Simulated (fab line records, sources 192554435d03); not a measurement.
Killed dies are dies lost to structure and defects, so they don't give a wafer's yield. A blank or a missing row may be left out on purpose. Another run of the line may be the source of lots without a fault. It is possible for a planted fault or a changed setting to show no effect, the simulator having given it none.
One fault seen from 3 desks :: flow n5_finfet :: every desk sees just its own numbers, and what lay behind them comes last

AT THE METROLOGY DESK
What the gauges read, lot by lot, whatever tool the lot ran on: means of the sampled wafers that have a number. If a lot's mean is further than 4 standard deviations from the usual mean, the lot is out of limits and carries the mark OUT (the distance appears in the brackets). 7 of its 10 readings are shown, namely those furthest out on some lot.
Columns: A = DIBL_N at N5_BEOL_M4_RC_MEAS_101, usual 36.4 mV/V; B = DIBL_P at N5_BEOL_M4_RC_MEAS_101, usual 36.4 mV/V; C = IOFF_N at N5_BEOL_M4_RC_MEAS_101, usual 0.164 nA/um; D = ION_N at N5_BEOL_M4_RC_MEAS_101, usual 675 uA/um; E = ION_P at N5_BEOL_M4_RC_MEAS_101, usual 463 uA/um; F = SS_N at N5_BEOL_M4_RC_MEAS_101, usual 71.5 mV/dec; G = VT_N at N5_BEOL_M4_RC_MEAS_101, usual 249.2 mV
lot: L926
first seen here: day 8 12:26
A: 35.9
B: 37.2
C: 0.166
D: 682
E: 468
F: 71.5
G: 248.4

lot: L931
first seen here: day 9 22:43
A: 38.4
B: 38.3
C: 0.199
D: 687
E: 464
F: 71.7
G: 244.6

lot: L933
first seen here: day 10 00:44
A: 38.5
B: 36.2
C: 0.181
D: 677
E: 465
F: 72.0
G: 247.2

lot: L934
first seen here: day 10 03:02
A: 37.0
B: 35.9
C: 0.176
D: 675
E: 462
F: 71.5
G: 247.0

lot: L936
first seen here: day 11 01:11
A: 35.3
B: 35.7
C: 0.141
D: 666
E: 454
F: 70.9
G: 252.3

lot: L943
first seen here: day 12 10:05
A: 34.4
B: 35.2
C: 0.135
D: 673
E: 462
F: 71.2
G: 251.8

lot: L942
first seen here: day 12 12:46
A: 37.0
B: 36.8
C: 0.173
D: 677
E: 467
F: 72.1
G: 246.5

lot: L947
first seen here: day 13 15:23
A: 37.3
B: 36.7
C: 0.174
D: 676
E: 460
F: 71.4
G: 249.2
This desk's finding: nothing out of limits on any of the 8 lots.

THE DEFECT DESK
Lot by lot, what the route's inspections counted, given as the mean of those sampled wafers with a number. If a lot's mean is further than 4 standard deviations from the usual mean, the lot is out of limits and carries the mark OUT (the distance appears in the brackets).
Columns: A = raw_defect_count at N5_ILD0_INSPECT_06, usual 45; B = raw_defect_count at N5_DUMMY_REMOVAL_INSPECT_06, usual 11
lot: L926
first seen here: day 4 09:29
A: 31
B: 9

lot: L931
first seen here: day 5 12:09
A: 58
B: 13

lot: L933
first seen here: day 5 22:43
A: 72
B: 5

lot: L934
first seen here: day 6 06:17
A: 21
B: 10

lot: L936
first seen here: day 6 16:28
A: 80
B: 17

lot: L942
first seen here: day 8 03:15
A: 39
B: 143 (+26) OUT

lot: L943
first seen here: day 8 10:28
A: 36
B: 144 (+26) OUT

lot: L947
first seen here: day 9 13:19
A: 33
B: 8
This desk's finding: out of limits on L942, L943; first on L942, day 8 08:15 (raw_defect_count at N5_DUMMY_REMOVAL_INSPECT_06). L926, L931, L933, L934, L936, L947 stayed within limits.

THE TOOL OWNER'S DESK: rie_diel-06
The tool's own readings at N5_DUMMY_REMOVAL_HM_STRIP_01 (strips SiNx in CH3F/O2, stops on poly-Si, target depth 4 nm, time 6.8 s): means of the sampled wafers that have a number, for each lot that ran on this tool. If a lot's mean is further than 4 standard deviations from the usual mean, the lot is out of limits and carries the mark OUT (the distance appears in the brackets).
Columns: A = CH3F_flow_sccm at N5_DUMMY_REMOVAL_HM_STRIP_01, usual 30.00 sccm; B = O2_flow_sccm at N5_DUMMY_REMOVAL_HM_STRIP_01, usual 20.01 sccm; C = drypump_motor_current_A at N5_DUMMY_REMOVAL_HM_STRIP_01, usual 5.6 A; D = oes_product_au at N5_DUMMY_REMOVAL_HM_STRIP_01, usual 0.63 a.u.; E = rf_vpp_V at N5_DUMMY_REMOVAL_HM_STRIP_01, usual 127.4 V; F = showerhead_plenum_p_Torr at N5_DUMMY_REMOVAL_HM_STRIP_01, usual 2.00 Torr; G = throttle_valve_pct at N5_DUMMY_REMOVAL_HM_STRIP_01, usual 16.38 %
lot: L926
first seen here: day 4 13:58
A: 29.97
B: 20.05
C: 5.5
D: 0.67
E: 127.3
F: 1.97
G: 16.46

lot: L933
first seen here: day 6 03:11
A: 30.00
B: 20.02
C: 5.6
D: 0.65
E: 127.3
F: 1.97
G: 16.53

lot: L936
first seen here: day 6 20:53
A: 29.98
B: 20.02
C: 5.5
D: 0.66
E: 127.1
F: 1.97
G: 16.49
This desk's finding: nothing out of limits on any of the 3 lots.

PUT TOGETHER
The defect desk could have raised an alarm at day 8 08:15, on L942, L943.
At the metrology desk, nothing out of limits was observed.
The tool owner's desk saw nothing out of limits.
The metrology desk holds a record of L942, L943, inside its limits.
The tool owner's desk has no number on record for L942, L943.
Every lot named ran N5_DUMMY_REMOVAL_HM_STRIP_01 on rie_diel-06.

WHAT THE SIMULATOR HAD INSERTED
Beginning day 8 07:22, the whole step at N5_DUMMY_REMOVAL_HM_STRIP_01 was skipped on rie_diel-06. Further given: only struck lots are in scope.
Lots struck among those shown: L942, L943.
Hours from the fault's start to each desk's first reading out of limits: the defect desk, 1.
